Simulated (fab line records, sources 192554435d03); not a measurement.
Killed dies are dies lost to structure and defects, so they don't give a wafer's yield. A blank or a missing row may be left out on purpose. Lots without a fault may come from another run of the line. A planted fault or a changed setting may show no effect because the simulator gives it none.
Split-lot experiment | flow n5_finfet | 7 lots, 39 wafers read, on a route of 1938 steps

THE SPLIT
At N5_WELL_APT_EXPOSE_22 (exposes mask PWELL, defocus 0 nm, target cd 200 nm), the setting dose_mj was moved away from the recipe's 23.2 on 12 of the 39 wafers read, by -3.4% to +5.9%. The other wafers ran this setting at the recipe's value.

FROM THE SPLIT TO THE READING: what the file shows between them, 3 steps
- N5_WELL_APT_PEB_23: peb time 90 s
- N5_WELL_APT_DEVELOP_24: develop time 45 s
- N5_WELL_APT_HARDBAKE_29: time 120 s

THE READING
cd_nm, in nm, at N5_WELL_APT_CD_MEAS_25 (target cd 200 nm). Fault-free wafers of this fab line usually give 200.6 nm, standard deviation 1.4 nm.

wafer  | tool, chamber at the split | dose_mj as run | against the recipe | cd_nm, nm | against lot-mates on the recipe
L074.3 | krf_scanner-01, 0          | 23.2           | recipe             | 202.2     | -
L074.4 | krf_scanner-01, 0          | 23.2           | recipe             | 203.9     | -
L074.5 | krf_scanner-01, 0          | 23.2           | recipe             | 202.9     | -
L076.1 | krf_scanner-01, 0          | 23.2           | recipe             | 202.0     | -
L076.2 | krf_scanner-01, 0          | 23.2           | recipe             | 201.5     | -
L076.3 | krf_scanner-01, 0          | 23.2           | recipe             | 201.5     | -
L076.4 | krf_scanner-01, 0          | 23.2           | recipe             | 201.0     | -
L076.5 | krf_scanner-01, 0          | 23.2           | recipe             | 202.1     | -
L076.6 | krf_scanner-01, 0          | 23.2           | recipe             | 199.6     | -
L077.1 | krf_scanner-01, 0          | 23.2           | recipe             | 200.8     | -
L077.2 | krf_scanner-01, 0          | 23.2           | recipe             | 200.6     | -
L077.3 | krf_scanner-01, 0          | 23.2           | recipe             | 200.3     | -
L077.4 | krf_scanner-01, 0          | 23.2           | recipe             | 202.4     | -
L077.5 | krf_scanner-01, 0          | 23.2           | recipe             | 201.9     | -
L077.6 | krf_scanner-01, 0          | 23.2           | recipe             | 201.0     | -
L079.1 | krf_scanner-01, 0          | 24.57          | +5.9%              | 213.0     | +13.7
L079.2 | krf_scanner-01, 0          | 24.57          | +5.9%              | 210.2     | +10.9
L079.3 | krf_scanner-01, 0          | 24.57          | +5.9%              | 210.9     | +11.6
L079.4 | krf_scanner-01, 0          | 23.2           | recipe             | 197.9     | -
L079.5 | krf_scanner-01, 0          | 23.2           | recipe             | 199.9     | -
L079.6 | krf_scanner-01, 0          | 23.2           | recipe             | 200.0     | -
L082.1 | krf_scanner-02, 0          | 23.2           | recipe             | 199.8     | -
L082.2 | krf_scanner-02, 0          | 22.66          | -2.3%              | 197.3     | -2.8
L082.3 | krf_scanner-02, 0          | 23.2           | recipe             | 201.0     | -
L082.4 | krf_scanner-02, 0          | 22.66          | -2.3%              | 196.7     | -3.4
L082.5 | krf_scanner-02, 0          | 22.66          | -2.3%              | 196.4     | -3.7
L082.6 | krf_scanner-02, 0          | 23.2           | recipe             | 199.4     | -
L094.1 | krf_scanner-01, 0          | 23.2           | recipe             | 200.6     | -
L094.2 | krf_scanner-01, 0          | 24.01          | +3.5%              | 205.9     | +6.0
L094.3 | krf_scanner-01, 0          | 23.2           | recipe             | 197.9     | -
L094.4 | krf_scanner-01, 0          | 23.2           | recipe             | 201.1     | -
L094.5 | krf_scanner-01, 0          | 24.01          | +3.5%              | 206.9     | +7.0
L094.6 | krf_scanner-01, 0          | 24.01          | +3.5%              | 206.7     | +6.8
L097.1 | krf_scanner-02, 0          | 22.41          | -3.4%              | 194.3     | -5.8
L097.2 | krf_scanner-02, 0          | 22.41          | -3.4%              | 193.9     | -6.2
L097.3 | krf_scanner-02, 0          | 23.2           | recipe             | 199.3     | -
L097.4 | krf_scanner-02, 0          | 23.2           | recipe             | 199.9     | -
L097.5 | krf_scanner-02, 0          | 22.41          | -3.4%              | 196.3     | -3.8
L097.6 | krf_scanner-02, 0          | 23.2           | recipe             | 201.1     | -

THE FIT
A straight line over all 39 wafers: cd_nm changes by +1.75 nm for each +1% of dose_mj; r = +0.95; the points scatter about the line by 1.3 nm.
The same after taking each lot's own level away (the mean of its wafers on the recipe; 39 wafers): +1.86 nm for each +1%; r = +0.97; scatter 1 nm.
On that fit, the largest move of dose_mj shifts the reading by 11 nm.
The lots' own levels span 199.27 to 203.00 nm, that is 2.7 times the standard deviation above.
So the lot-to-lot level changes the slope little: the two slopes agree.
Check: with one of the wafers moved furthest among these (+5.9%) left out of the fit, the line predicts +10.7 nm for it against its lot-mates. It came out at +13.7 nm against them.

OTHER SPLITS ON THESE WAFERS
These wafers also went through other splits before the reading. Each is held against what the fit with the lots' levels taken away leaves over:
other split on the same wafers    | wafers away from the commonest value | r with cd_nm (lot level and that fit taken away)
N5_WELL_APT_IMPLANT_14 energy_kev | 12                                   | +0.23

THE WHOLE CHAIN: every reading that the file lists as answering this split, in the file's order
step                   | what it does             | reading                                                         | change (the file's fit)              | r (the file's)
N5_WELL_APT_CD_MEAS_25 | target cd 200 nm         | cd_nm                                                           | +1.88 nm for each +1% of the setting | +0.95
N5_WELL_APT_DESCUM_30  | chemistry O2, time 7.9 s | WELL_APT.cd_nm (the simulator's own value, which no gauge read) | +1.91 nm for each +1% of the setting | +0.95

THE FILE'S OWN FIT
cd_nm changes by +1.88 nm for each +1% of dose_mj, r = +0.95.
